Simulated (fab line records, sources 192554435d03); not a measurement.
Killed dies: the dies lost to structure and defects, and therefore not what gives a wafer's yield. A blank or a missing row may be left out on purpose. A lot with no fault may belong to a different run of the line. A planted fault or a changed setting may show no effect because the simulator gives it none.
fab line records | flow n5_finfet
record lots=10 | wafers=28 | last_day=18
route steps=1938 shown BEOL_M4@1100 BEOL_M5@1112 PASSIVATION@1936
lots that met no fault: taken from a fault-free run of the same line
start_h: hours from the record's first day to the start of the lot's first wafer shown | wait_h: hours from the lot's prior step to this one | " the same as in the row above | L1.1+2: one row covering several wafers at once | - no value present, or no start provided | * or withheld: withheld | < > ~ a bound
route shown NAME@n: a module of which the file shows steps, and the number in the route of the first | usual: mean and standard deviation over wafers with no fault | same: alike in all rows | chamber/n: place in a boat | sites: the reading at each site | _std_site: how widely they spread, as a standard deviation | _edge_site: the outer-site mean with the inner-site mean subtracted | radius_mm: how far each site lies from the wafer's centre | mask NAME#n: copy n | behind: the tool/chamber that last shaped the wafer | hold: what put the lot on hold/how long, in hours/how the hold closed | device: which transistor (n, p or np) failed to switch | end of line: the tests these same wafers got at the end of their route | for a step that has no rows: nothing shown but its recipe | killed: at the first sort, the dies lost to defects and structure; wafer yield is something else | map: a wafer's dies, x killed, . not, _ none there
set.NAME: the setting that was run; set.NAME@STEP: the one run at that earlier step | model.NAME: the simulator's own value behind a step, which no gauge read
the route's steps for a sample of lots (tables are steps, rows are wafers)
services: when a tool's chamber went out of use (start_h, in hours from the record's first day, below 0 if earlier), for how many hours, and the reason
## steps
# step N5_BEOL_M4_SPUTTER_96
# recipe material=Cu | target_thk_a=45 | temp_c=-20 | chamber_pressure_pa=0.07 | power_w=withheld | time_s=8.29
# usual chuck_gas_flow_sccm=1.26/0.055 | throttle_valve_pct=30.1/0.99
lot.wafer | tool           | chamber | start_h | wait_h | chuck_gas_flow_sccm | throttle_valve_pct
L629.1    | pvd_sputter-02 | -       | 199.06  | 0.1    | 1.26                | 31.1
L629.5    | "              | -       | "       | "      | 1.26                | 29.2
L629.6    | "              | -       | "       | "      | 1.34                | 30.9
L628.1    | pvd_sputter-01 | -       | 199.10  | 0.1    | 1.28                | 29.5
L628.3    | "              | -       | "       | "      | 1.31                | 32.0
L628.4    | "              | -       | "       | "      | 1.35                | 29.5
L631.2    | pvd_sputter-02 | -       | 206.97  | 0.1    | 1.30                | 29.7
L631.3    | "              | -       | "       | "      | 1.17                | 30.4
L631.4    | "              | -       | "       | "      | 1.28                | 28.7
L633.1    | pvd_sputter-01 | -       | 223.41  | 0.1    | 1.33                | 30.0
L633.4    | "              | -       | "       | "      | 1.23                | 29.5
L633.6    | "              | -       | "       | "      | 1.27                | 29.5
L635.2    | pvd_sputter-01 | -       | 233.54  | 0.1    | 1.26                | 29.4
L635.5    | "              | -       | "       | "      | 1.33                | 29.9
L635.6    | "              | -       | "       | "      | 1.28                | 29.5
L636.4    | pvd_sputter-03 | -       | 253.02  | 0.1    | 1.24                | 28.6
L636.5    | "              | -       | "       | "      | 1.31                | 30.6
L638.1    | pvd_sputter-02 | -       | 259.58  | 0.1    | 1.24                | 30.4
L638.4    | "              | -       | "       | "      | 1.24                | 28.4
L644.1    | pvd_sputter-03 | -       | 281.51  | 0.1    | 1.23                | 31.3
L644.2    | "              | -       | "       | "      | 1.34                | 28.5
L644.3    | "              | -       | "       | "      | 1.25                | 30.6
L646.1    | pvd_sputter-03 | -       | 302.26  | 5.3    | 1.23                | 30.5
L646.4    | "              | -       | "       | "      | 1.26                | 28.5
L646.6    | "              | -       | "       | "      | 1.30                | 29.9
L648.1    | pvd_sputter-01 | -       | 315.19  | 0.1    | 1.36                | 29.4
L648.2    | "              | -       | "       | "      | 1.30                | 29.6
L648.5    | "              | -       | "       | "      | 1.33                | 29.4
# step N5_BEOL_M4_ANNEAL_51
# recipe temp_c=225 | time_s=90 | ambient=N2
# usual anneal_temp_c_max=226.5/0.63 | wafer_temp_C_max=225.8/0.32
lot.wafer | tool          | chamber | start_h | wait_h | anneal_temp_c_max | wafer_temp_C_max
L629.1    | rtp_anneal-02 | 0       | 199.26  | 0.1    | 225.8             | 226.3
L629.5    | "             | 0       | "       | "      | 225.5             | 226.1
L629.6    | "             | 0       | "       | "      | 225.6             | 226.2
L628.1    | rtp_anneal-01 | 0       | 199.31  | 0.1    | 226.9             | 225.8
L628.3    | "             | 0       | "       | "      | 226.6             | 225.9
L628.4    | "             | 0       | "       | "      | 226.2             | 225.8
L631.2    | rtp_anneal-02 | 0       | 207.21  | 0.1    | 225.8             | 226.2
L631.3    | "             | 0       | "       | "      | 226.1             | 226.1
L631.4    | "             | 0       | "       | "      | 225.6             | 226.0
L633.1    | rtp_anneal-02 | 0       | 223.65  | 0.1    | 225.5             | 225.8
L633.4    | "             | 0       | "       | "      | 225.8             | 226.2
L633.6    | "             | 0       | "       | "      | 225.5             | 225.7
L635.2    | rtp_anneal-01 | 0       | 233.78  | 0.1    | 226.9             | 225.8
L635.5    | "             | 0       | "       | "      | 227.1             | 225.5
L635.6    | "             | 0       | "       | "      | 226.3             | 225.9
L636.4    | rtp_anneal-01 | 0       | 253.48  | 0.3    | 227.3             | 225.9
L636.5    | "             | 0       | "       | "      | 227.3             | 225.7
L638.1    | rtp_anneal-02 | 0       | 259.93  | 0.2    | 226.2             | 225.8
L638.4    | "             | 0       | "       | "      | 225.7             | 226.3
L644.1    | rtp_anneal-01 | 0       | 281.71  | 0.1    | 227.4             | 225.9
L644.2    | "             | 0       | "       | "      | 226.7             | 225.9
L644.3    | "             | 0       | "       | "      | 227.6             | 225.7
L646.1    | rtp_anneal-01 | 0       | 302.66  | 0.3    | 226.8             | 225.8
L646.4    | "             | 0       | "       | "      | 226.7             | 225.8
L646.6    | "             | 0       | "       | "      | 227.4             | 225.7
L648.1    | rtp_anneal-01 | 0       | 315.39  | 0.1    | 226.3             | 225.5
L648.2    | "             | 0       | "       | "      | 227.0             | 225.8
L648.5    | "             | 0       | "       | "      | 226.8             | 225.7
# step N5_BEOL_M4_DEP_57
# recipe material=SiCN | target_thk_a=80 | temp_c=withheld | precursor=3MS/NH3 | pressure_torr=3 | rf_w=202 | time_s=14
# usual showerhead_plenum_p_Torr=3.666/0.0097 | throttle_valve_pct=9.1/0.51
lot.wafer | tool     | chamber | start_h | wait_h | showerhead_plenum_p_Torr | throttle_valve_pct
L629.1    | pecvd-03 | 0       | 200.04  | 0.0    | 3.672                    | 9.1
L629.5    | "        | 1       | "       | "      | 3.683                    | 9.7
L629.6    | "        | 0       | "       | "      | 3.673                    | 8.8
L628.1    | pecvd-01 | 2       | 200.10  | 0.0    | 3.663                    | 8.4
L628.3    | "        | 1       | "       | "      | 3.670                    | 9.3
L628.4    | "        | 2       | "       | "      | 3.661                    | 8.8
L631.2    | pecvd-03 | 0       | 208.08  | 0.0    | 3.675                    | 9.1
L631.3    | "        | 0       | "       | "      | 3.662                    | 8.8
L631.4    | "        | 1       | "       | "      | 3.671                    | 9.8
L633.1    | pecvd-03 | 0       | 224.45  | 0.0    | 3.674                    | 8.7
L633.4    | "        | 0       | "       | "      | 3.670                    | 8.9
L633.6    | "        | 0       | "       | "      | 3.663                    | 9.2
L635.2    | pecvd-03 | 1       | 234.52  | 0.0    | 3.672                    | 9.7
L635.5    | "        | 1       | "       | "      | 3.672                    | 10.0
L635.6    | "        | 0       | "       | "      | 3.671                    | 9.1
L636.4    | pecvd-03 | 1       | 254.28  | 0.0    | 3.678                    | 9.7
L636.5    | "        | 0       | "       | "      | 3.673                    | 8.9
L638.1    | pecvd-02 | 0       | 260.72  | 0.0    | 3.650                    | 10.5
L638.4    | "        | 2       | "       | "      | 3.659                    | 9.2
L644.1    | pecvd-02 | 1       | 282.49  | 0.0    | 3.653                    | 9.3
L644.2    | "        | 0       | "       | "      | 3.641                    | 10.4
L644.3    | "        | 2       | "       | "      | 3.663                    | 9.1
L646.1    | pecvd-01 | 1       | 304.07  | 0.0    | 3.669                    | 9.3
L646.4    | "        | 1       | "       | "      | 3.678                    | 9.0
L646.6    | "        | 0       | "       | "      | 3.669                    | 9.1
L648.1    | pecvd-02 | 0       | 316.17  | 0.0    | 3.659                    | 10.3
L648.2    | "        | 1       | "       | "      | 3.649                    | 9.6
L648.5    | "        | 0       | "       | "      | 3.650                    | 10.2
# step N5_BEOL_M4_RC_MEAS_101
# usual DIBL_N=36.3/1.6 | DIBL_P=36.5/1.6 | IOFF_N=0.163/0.026 | IOFF_P=0.22/0.033 | ION_N=676/9.9 | ION_P=464/6.5 | SS_N=71.5/0.5 | SS_P=73.3/0.64 | VT_N=249.3/2.9 | VT_P=-250/3.2
lot.wafer | tool      | chamber | start_h | wait_h | DIBL_N[mV/V] | DIBL_P[mV/V] | IOFF_N[nA/um] | IOFF_P[nA/um] | ION_N[uA/um] | ION_P[uA/um] | SS_N[mV/dec] | SS_P[mV/dec] | VT_N[mV] | VT_P[mV]
L629.1    | prober-01 | 0       | 200.16  | 0.0    | 34.8         | 36.6         | 0.169         | 0.20          | 691          | 466          | 71.5         | 73.7         | 249.6    | -250
L629.5    | "         | 0       | "       | "      | 33.5         | 34.8         | 0.140         | 0.17          | 672          | 467          | 71.0         | 72.9         | 250.4    | -251
L629.6    | "         | 0       | "       | "      | 34.9         | 36.3         | 0.165         | 0.20          | 692          | 471          | 70.9         | 74.6         | 247.7    | -251
L628.1    | prober-02 | 0       | 200.28  | 0.1    | 36.5         | 35.4         | 0.157         | 0.23          | 674          | 461          | 72.0         | 72.8         | 251.4    | -249
L628.3    | "         | 0       | "       | "      | 38.0         | 37.1         | 0.188         | 0.26          | 685          | 476          | 72.2         | 73.8         | 244.5    | -245
L628.4    | "         | 0       | "       | "      | 35.6         | 34.9         | 0.149         | 0.22          | 695          | 479          | 71.3         | 73.0         | 246.2    | -246
L631.2    | prober-02 | 0       | 208.37  | 0.2    | 36.9         | 37.9         | 0.179         | 0.22          | 673          | 463          | 71.6         | 74.8         | 245.1    | -251
L631.3    | "         | 0       | "       | "      | 37.0         | 38.1         | 0.182         | 0.22          | 688          | 466          | 71.7         | 73.9         | 246.4    | -250
L631.4    | "         | 0       | "       | "      | 35.6         | 36.5         | 0.160         | 0.20          | 697          | 464          | 70.8         | 74.3         | 248.8    | -253
L633.1    | prober-01 | 0       | 224.87  | 0.3    | 39.4         | 38.9         | 0.212         | 0.32          | 686          | 472          | 71.8         | 74.2         | 244.7    | -242
L633.4    | "         | 0       | "       | "      | 35.7         | 35.8         | 0.142         | 0.25          | 662          | 470          | 70.8         | 73.1         | 251.3    | -244
L633.6    | "         | 0       | "       | "      | 37.3         | 36.8         | 0.167         | 0.27          | 666          | 473          | 72.1         | 73.3         | 248.1    | -246
L635.2    | prober-02 | 0       | 234.80  | 0.2    | 38.9         | 37.9         | 0.218         | 0.28          | 683          | 474          | 72.0         | 73.7         | 246.9    | -247
L635.5    | "         | 0       | "       | "      | 39.4         | 38.2         | 0.235         | 0.28          | 689          | 469          | 72.1         | 74.2         | 242.8    | -246
L635.6    | "         | 0       | "       | "      | 39.1         | 37.9         | 0.222         | 0.28          | 696          | 473          | 72.5         | 73.8         | 244.2    | -245
L636.4    | prober-02 | 0       | 254.85  | 0.5    | 36.0         | 36.5         | 0.165         | 0.22          | 677          | 463          | 70.5         | 73.2         | 250.0    | -248
L636.5    | "         | 0       | "       | "      | 35.3         | 35.6         | 0.152         | 0.21          | 667          | 458          | 71.2         | 73.4         | 250.9    | -249
L638.1    | prober-01 | 0       | 260.83  | 0.0    | 37.5         | 35.6         | 0.161         | 0.20          | 663          | 456          | 71.9         | 73.3         | 252.3    | -250
L638.4    | "         | 0       | "       | "      | 34.1         | 32.7         | 0.115         | 0.16          | 668          | 463          | 70.8         | 72.8         | 254.0    | -252
L644.1    | prober-01 | 0       | 282.61  | 0.0    | 37.5         | 35.8         | 0.166         | 0.21          | 678          | 463          | 71.2         | 73.0         | 249.6    | -249
L644.2    | "         | 0       | "       | "      | 35.4         | 34.7         | 0.140         | 0.20          | 668          | 462          | 71.3         | 72.8         | 248.2    | -251
L644.3    | "         | 0       | "       | "      | 36.4         | 35.1         | 0.143         | 0.20          | 668          | 460          | 71.1         | 72.6         | 247.9    | -252
L646.1    | prober-01 | 0       | 304.18  | 0.0    | 38.4         | 42.3         | 0.213         | 0.29          | 685          | 470          | 72.8         | 74.2         | 246.6    | -245
L646.4    | "         | 0       | "       | "      | 35.0         | 37.9         | 0.145         | 0.21          | 680          | 470          | 70.8         | 72.1         | 248.1    | -250
L646.6    | "         | 0       | "       | "      | 35.9         | 38.6         | 0.164         | 0.23          | 682          | 471          | 71.5         | 72.9         | 250.8    | -249
L648.1    | prober-01 | 0       | 316.29  | 0.0    | 36.0         | 37.1         | 0.169         | 0.22          | 669          | 465          | 71.8         | 73.4         | 249.5    | -250
L648.2    | "         | 0       | "       | "      | 34.9         | 35.2         | 0.145         | 0.19          | 662          | 456          | 71.6         | 73.5         | 252.3    | -251
L648.5    | "         | 0       | "       | "      | 35.7         | 36.3         | 0.164         | 0.22          | 672          | 462          | 71.7         | 73.8         | 250.3    | -248
# step N5_BEOL_M5_ILD_DEP_00
# recipe material=SiCOH_lowk | target_thk_a=1406.4 | temp_c=300 | precursor=DEMS/porogen | pressure_torr=5 | rf_w=500 | time_s=25.9
# usual heater_power_w=320/56 | showerhead_plenum_p_Torr=5.737/0.012 | throttle_valve_pct=14.0/0.95
lot.wafer | tool     | chamber | start_h | wait_h | heater_power_w | showerhead_plenum_p_Torr | throttle_valve_pct
L629.1    | pecvd-04 | 2       | 201.12  | 0.8    | 247            | 5.727                    | 13.5
L629.5    | "        | 1       | "       | "      | 395            | 5.759                    | 13.1
L629.6    | "        | 2       | "       | "      | 247            | 5.727                    | 13.4
L628.1    | pecvd-01 | 1       | 201.24  | 0.8    | 286            | 5.752                    | 14.1
L628.3    | "        | 0       | "       | "      | 264            | 5.747                    | 13.5
L628.4    | "        | 1       | "       | "      | 292            | 5.753                    | 14.1
L631.2    | pecvd-01 | 2       | 209.18  | 0.7    | 437            | 5.740                    | 13.1
L631.3    | "        | 1       | "       | "      | 342            | 5.741                    | 14.3
L631.4    | "        | 1       | "       | "      | 333            | 5.747                    | 13.8
L633.1    | pecvd-04 | 0       | 225.84  | 0.8    | 311            | 5.742                    | 15.6
L633.4    | "        | 1       | "       | "      | 385            | 5.748                    | 12.9
L633.6    | "        | 0       | "       | "      | 315            | 5.737                    | 15.8
L635.2    | pecvd-04 | 2       | 235.60  | 0.7    | 276            | 5.728                    | 13.1
L635.5    | "        | 2       | "       | "      | 275            | 5.734                    | 13.8
L635.6    | "        | 0       | "       | "      | 272            | 5.754                    | 15.5
L636.4    | pecvd-04 | 0       | 255.39  | 0.4    | 345            | 5.735                    | 15.6
L636.5    | "        | 2       | "       | "      | 283            | 5.736                    | 13.4
L638.1    | pecvd-04 | 0       | 261.81  | 0.8    | 340            | 5.733                    | 15.8
L638.4    | "        | 1       | "       | "      | 358            | 5.754                    | 13.6
L644.1    | pecvd-01 | 1       | 283.57  | 0.8    | 327            | 5.757                    | 14.1
L644.2    | "        | 2       | "       | "      | 417            | 5.733                    | 13.4
L644.3    | "        | 0       | "       | "      | 302            | 5.739                    | 13.8
L646.1    | pecvd-01 | 1       | 305.15  | 0.8    | 287            | 5.740                    | 14.3
L646.4    | "        | 1       | "       | "      | 294            | 5.744                    | 14.1
L646.6    | "        | 2       | "       | "      | 474            | 5.733                    | 13.3
L648.1    | pecvd-04 | 1       | 317.25  | 0.8    | 320            | 5.756                    | 13.1
L648.2    | "        | 0       | "       | "      | 304            | 5.756                    | 15.7
L648.5    | "        | 0       | "       | "      | 301            | 5.747                    | 15.7
# step N5_BEOL_M5_THK_MEAS_01
# recipe reads=SiCOH_lowk_of_BEOL_M5_ILD_DEP_00
# usual M5_ILD_THK=121.2/1.5
lot.wafer | tool          | chamber | start_h | wait_h | M5_ILD_THK[nm]
L629.1    | film_metro-02 | -       | 201.70  | 0.4    | 121.1
L629.5    | "             | -       | "       | "      | 121.1
L629.6    | "             | -       | "       | "      | 121.5
L628.1    | film_metro-01 | -       | 201.82  | 0.4    | 119.6
L628.3    | "             | -       | "       | "      | 119.3
L628.4    | "             | -       | "       | "      | 122.9
L631.2    | film_metro-02 | -       | 209.76  | 0.4    | 120.4
L631.3    | "             | -       | "       | "      | 121.0
L631.4    | "             | -       | "       | "      | 124.1
L633.1    | film_metro-01 | -       | 226.41  | 0.4    | 120.6
L633.4    | "             | -       | "       | "      | 121.8
L633.6    | "             | -       | "       | "      | 122.9
L635.2    | film_metro-01 | -       | 236.18  | 0.4    | 120.7
L635.5    | "             | -       | "       | "      | 123.2
L635.6    | "             | -       | "       | "      | 121.4
L636.4    | film_metro-02 | -       | 255.99  | 0.2    | 124.1
L636.5    | "             | -       | "       | "      | 195.1
L638.1    | film_metro-01 | -       | 262.38  | 0.4    | 189.3
L638.4    | "             | -       | "       | "      | 121.4
L644.1    | film_metro-01 | -       | 284.16  | 0.4    | 121.9
L644.2    | "             | -       | "       | "      | 120.7
L644.3    | "             | -       | "       | "      | 120.8
L646.1    | film_metro-01 | -       | 305.72  | 0.4    | 121.0
L646.4    | "             | -       | "       | "      | 122.7
L646.6    | "             | -       | "       | "      | 122.2
L648.1    | film_metro-01 | -       | 317.82  | 0.4    | 120.4
L648.2    | "             | -       | "       | "      | 120.2
L648.5    | "             | -       | "       | "      | 122.1
# step N5_PASSIVATION_PROBE_49
# usual defect_limited_yield=91.2/1.5 | killed_at_M0_to_M3=32/9.6 | killed_at_M4_up=13/5.3 | killed_at_contacts=13/6.7 | killed_at_front_end=42/11 | killed_at_other=3.8/2.9 | killed_dies=103/17 | killed_on_rim=14/4.4 | killed_open=67/13 | killed_short=35/7.9 | sort_bin_5_function=5.2/0.94 | sort_bin_6_memory=3.3/0.64 | sort_n_pass=1077/17 | sort_yield_pct=91.2/1.5
# same gross_dies=1180 | killed_at_back_side=0 | sort_bin_4_leakage[%]=0 | sort_bin_8_speed[%]=0
lot.wafer | tool      | chamber | start_h | wait_h | defect_limited_yield[%] | killed_at_M0_to_M3 | killed_at_M4_up | killed_at_contacts | killed_at_front_end | killed_at_other | killed_dies | killed_on_rim | killed_open | killed_short | sort_bin_5_function[%] | sort_bin_6_memory[%] | sort_n_pass | sort_yield_pct[%]
L635.2    | prober-01 | -       | 346.21  | 0.1    | 91.6                    | 25                 | 11              | 5                  | 51                  | 7               | 99          | 10            | 74          | 25           | 5.2                    | 3.0                  | 1081        | 91.6
L635.5    | prober-01 | -       | 346.36  | 0.2    | 91.6                    | 22                 | 12              | 9                  | 47                  | 9               | 99          | 8             | 63          | 35           | 5.3                    | 3.0                  | 1081        | 91.6
L635.6    | prober-01 | -       | 346.41  | 0.3    | 90.4                    | 37                 | 8               | 9                  | 50                  | 9               | 113         | 17            | 75          | 37           | 5.5                    | 3.9                  | 1067        | 90.4
L636.4    | prober-02 | -       | 358.40  | 0.2    | 92.0                    | 39                 | 11              | 4                  | 36                  | 4               | 94          | 16            | 60          | 32           | 4.9                    | 2.8                  | 1086        | 92.0
L636.5    | prober-02 | -       | 358.45  | 0.2    | 0                       | 34                 | 1104            | 5                  | 35                  | 2               | 1180        | 152           | 47          | 34           | 97.5                   | 2.1                  | 0           | 0
L638.1    | prober-02 | -       | 371.17  | 0.0    | 0                       | 35                 | 1081            | 23                 | 35                  | 6               | 1180        | 152           | 56          | 50           | 96.1                   | 3.3                  | 0           | 0
L638.4    | prober-02 | -       | 371.32  | 0.2    | 90.7                    | 33                 | 10              | 20                 | 44                  | 3               | 110         | 16            | 70          | 38           | 5.6                    | 3.3                  | 1070        | 90.7
L648.1    | prober-02 | -       | 432.61  | 0.0    | 93.1                    | 35                 | 9               | 10                 | 24                  | 4               | 82          | 7             | 58          | 22           | 4.7                    | 2.2                  | 1098        | 93.1
L648.2    | prober-02 | -       | 432.66  | 0.1    | 91.4                    | 43                 | 12              | 9                  | 37                  | 1               | 102         | 10            | 69          | 33           | 5.4                    | 3.1                  | 1078        | 91.4
L648.5    | prober-02 | -       | 432.81  | 0.2    | 91.9                    | 46                 | 7               | 8                  | 34                  | 0               | 95          | 12            | 57          | 36           | 4.2                    | 3.5                  | 1085        | 91.9
# killed by level:class
L635.2 STI_FIN_REVEAL:geometric_particle:open=15 BEOL_M1:geometric_particle:open=11 FIN_SAQP:geometric_particle:open=9 DUMMY_GATE:geometric_particle:open=7 BEOL_M0_SAQP:geometric_particle:short=6 BEOL_M0_SAQP:geometric_particle:open=5 MOL_CONTACT_COAG:geometric_particle:open=5 ILD0:geometric_particle:short=4
L635.5 STI_FIN_REVEAL:geometric_particle:open=15 BEOL_M3:geometric_particle:open=9 FIN_SAQP:geometric_particle:short=8 MOL_CONTACT_COAG:geometric_particle:open=7 BEOL_M4:geometric_particle:open=5 FIN_SAQP:geometric_particle:open=4 DUMMY_GATE:geometric_particle:open=4 GATE_CUT:geometric_particle:short=4
L635.6 STI_FIN_REVEAL:geometric_particle:open=27 BEOL_M0_SAQP:geometric_particle:short=15 BEOL_M0_SAQP:geometric_particle:open=13 MOL_CONTACT_COAG:geometric_particle:open=8 FIN_SAQP:geometric_particle:short=6 BEOL_M1:geometric_particle:open=6 BEOL_M7:geometric_particle:open=4 STI_FIN_REVEAL:geometric_particle:short=3
L636.4 STI_FIN_REVEAL:geometric_particle:open=12 FIN_SAQP:geometric_particle:open=7 BEOL_M1:geometric_particle:open=7 BEOL_M3:geometric_particle:open=7 BEOL_M0_SAQP:geometric_particle:short=6 GATE_CUT:geometric_particle:short=4 MOL_CONTACT_COAG:geometric_particle:open=4 BEOL_M0_SAQP:geometric_particle:open=4
L636.5 BEOL_M5:area_etch=1098 BEOL_M0_SAQP:geometric_particle:short=11 GATE_CUT:geometric_particle:open=7 BEOL_M0_SAQP:geometric_particle:open=7 BEOL_M3:geometric_particle:open=6 DUMMY_GATE:geometric_particle:short=5 MOL_CONTACT_COAG:geometric_particle:open=5 FIN_SAQP:geometric_particle:open=4
L638.1 BEOL_M5:area_etch=1073 MOL_CONTACT_COAG:geometric_particle:open=16 FIN_SAQP:geometric_particle:short=12 BEOL_M0_SAQP:geometric_particle:short=12 BEOL_M0_SAQP:geometric_particle:open=9 FIN_SAQP:geometric_particle:open=8 MOL_CONTACT_COAG:geometric_particle:short=7 MIM_TOP_ETCH:geometric_particle:short=5
L638.4 MOL_CONTACT_COAG:geometric_particle:open=14 STI_FIN_REVEAL:geometric_particle:open=13 FIN_SAQP:geometric_particle:open=9 BEOL_M0_SAQP:geometric_particle:short=9 BEOL_M0_SAQP:geometric_particle:open=6 DUMMY_GATE:geometric_particle:open=5 GATE_CUT:geometric_particle:short=5 MOL_CONTACT_COAG:geometric_particle:short=5
L648.1 BEOL_M3:geometric_particle:open=13 BEOL_M2:geometric_particle:open=10 MOL_CONTACT_COAG:geometric_particle:open=8 STI_FIN_REVEAL:geometric_particle:open=7 BEOL_M0_SAQP:geometric_particle:short=6 DUMMY_GATE:geometric_particle:open=3 STARTING-WAFER:geometric_particle:short=3 BEOL_M4:geometric_particle:open=3
L648.2 BEOL_M2:geometric_particle:open=13 STI_FIN_REVEAL:geometric_particle:open=12 MOL_CONTACT_COAG:geometric_particle:open=9 BEOL_M1:geometric_particle:short=8 BEOL_M0_SAQP:geometric_particle:open=7 BEOL_M0_SAQP:geometric_particle:short=6 BEOL_M1:geometric_particle:open=5 FIN_SAQP:geometric_particle:open=4
L648.5 BEOL_M0_SAQP:geometric_particle:short=14 BEOL_M2:geometric_particle:open=13 STI_FIN_REVEAL:geometric_particle:open=10 BEOL_M0_SAQP:geometric_particle:open=7 GATE_CUT:geometric_particle:short=6 MOL_CONTACT_COAG:geometric_particle:open=6 FIN_SAQP:geometric_particle:open=4 GATE_CUT:geometric_particle:open=4
## services
tool           | chamber | start_h | hours | kind
pecvd-02       | 1       | 178.44  | 17.0  | repair
pecvd-02       | 0       | 197.30  | 2.1   | scheduled_down
pecvd-03       | 2       | 202.38  | -     | clean
pecvd-03       | 2       | 202.38  | -     | consumable_replace:showerhead
pecvd-03       | 2       | 202.38  | 29.0  | scheduled_down
pecvd-03       | 2       | 202.38  | 29.0  | vent_cycle
pecvd-04       | 0       | 228.16  | 5.5   | scheduled_down
pecvd-03       | -       | 259.47  | 5.5   | pm
pvd_sputter-03 | -       | 271.86  | 1.3   | repair
pecvd-04       | -       | 300.67  | 1.8   | repair
## key
first_sign step=N5_BEOL_M5_THK_MEAS_01 | reading=M5_ILD_THK | direction=up | sigmas=46 | usual=121.2 | struck=192.2
effect step=N5_PASSIVATION_PROBE_49 | reading=killed_at_M4_up | direction=up | sigmas=99+ | usual=13 | struck=1092
more_kills_born_at N5_BEOL_M5_ETCH_41@rie_diel-06=1098 | N5_BEOL_M5_ETCH_41@rie_diel-02=1073
met_at N5_BEOL_M5_ILD_DEP_00
struck_lots L636,L638
struck_wafers L636.5,L638.1
later_rows_left_out L636.5,L638.1
not_acting_at N5_BEOL_M4_SPUTTER_96,N5_BEOL_M4_ANNEAL_51,N5_BEOL_M4_DEP_57
onset_between 235.60 255.39
fault kind=process_parameter_drift | tool=pecvd-04 | chamber=- | onset_h=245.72 | steps=N5_BEOL_M5_ILD_DEP_00 | channel=time_s | offset=* | shape=step | end_h=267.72 | scope=struck_wafers_only | acts_in=* | stated=*
# later_rows_left_out: the simulator's readings of these wafers behind a module that went badly wrong aren't trusted and aren't shown, but for the sort
